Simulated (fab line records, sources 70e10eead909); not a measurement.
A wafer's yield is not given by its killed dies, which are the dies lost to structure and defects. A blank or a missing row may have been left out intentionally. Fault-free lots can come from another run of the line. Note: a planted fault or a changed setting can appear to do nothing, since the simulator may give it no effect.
Which tool was responsible?	flow nand-harc	6 lots, 18 wafers sampled, at 3 steps of a route of 1302

== WHAT THE GAUGES SHOWED, per wafer ==
NHARC_P_ZERO_WELL_CD_MEAS_52: target cd 2000 nm.
lot	measured	on	cd-nm (nm)
L484	day 2 13:07	cd-sem-02	1999.2 2001.0 2001.5
L487	day 3 17:58	cd-sem-01	1999.9 1999.5 1998.0
L494	day 6 16:01	cd-sem-02	1838.0 1836.8 1835.9
L502	day 9 23:34	cd-sem-03	2000.3 1999.3 2001.3
L504	day 10 19:56	cd-sem-01	2000.5 2000.6 2001.8
L506	day 11 15:44	cd-sem-03	1999.4 1997.7 1999.4

== EACH LOT AND THE TOOL THAT RAN IT (in order: tool; ch and the chambers of the sampled wafers; start) ==
lot	NHARC_P_ZERO_WELL_ETCH_62	NHARC_P_ZERO_WELL_EXPOSE_49
L484	rie-diel-07 ch 0,2,3, day 2 12:58 or earlier	krf-scanner-01 ch 0, day 2 12:58
L487	rie-diel-07 ch 1,3, day 3 17:49 or earlier	krf-scanner-02 ch 0, day 3 17:49
L494	rie-diel-13 ch 1,2, day 6 15:52 or earlier	krf-scanner-01 ch 0, day 6 15:52
L502	rie-diel-07 ch 0,1,3, day 9 23:25 or earlier	krf-scanner-01 ch 0, day 9 23:25
L504	rie-diel-07 ch 1,2, day 10 19:47 or earlier	krf-scanner-01 ch 0, day 10 19:47
L506	rie-diel-07 ch 0,2,3, day 11 15:35 or earlier	krf-scanner-01 ch 0, day 11 15:35
- NHARC_P_ZERO_WELL_ETCH_62: etches the open film in CHF3/Ar, target depth 13 nm, time 6.5 s.
- NHARC_P_ZERO_WELL_EXPOSE_49: exposes mask P HVPW, target cd 2000 nm.

== THE ANSWER, worked out from the rows above alone ==
Rule: usual is defined by the lots themselves. Put in order of their means at a reading, lots are off if they are a third of the lots or fewer, leave a main group of 4 or more, and stand apart from it by a gap of 3 or more times the standard deviation of the main group's means; of several such gaps the widest counts. If all means in a main group match to the digits the tables above print for the reading, that group is not used. A lot without any number at a reading at which 4 lots or more have one is off too. Any other lot the step has rows for is counted as sound.
Off: L494, at NHARC_P_ZERO_WELL_CD_MEAS_52 (cd-nm). Mean 2000.0 nm and standard deviation 0.83 in the main group.
If a tool, at a process step before that reading, ran all the lots that are off and no sound lot after the first of them, it fits. Those tools and the gauges at NHARC_P_ZERO_WELL_CD_MEAS_52 are tried in the same way. NHARC_P_ZERO_WELL_ETCH_62: start missing for some lots; hours and lot order therefore follow NHARC_P_ZERO_WELL_EXPOSE_49. Undecided on this evidence; 2 tools fit (rie-diel-13 at NHARC_P_ZERO_WELL_ETCH_62, cd-sem-02 at NHARC_P_ZERO_WELL_CD_MEAS_52).

== WHAT THE SIMULATOR PUT IN ==
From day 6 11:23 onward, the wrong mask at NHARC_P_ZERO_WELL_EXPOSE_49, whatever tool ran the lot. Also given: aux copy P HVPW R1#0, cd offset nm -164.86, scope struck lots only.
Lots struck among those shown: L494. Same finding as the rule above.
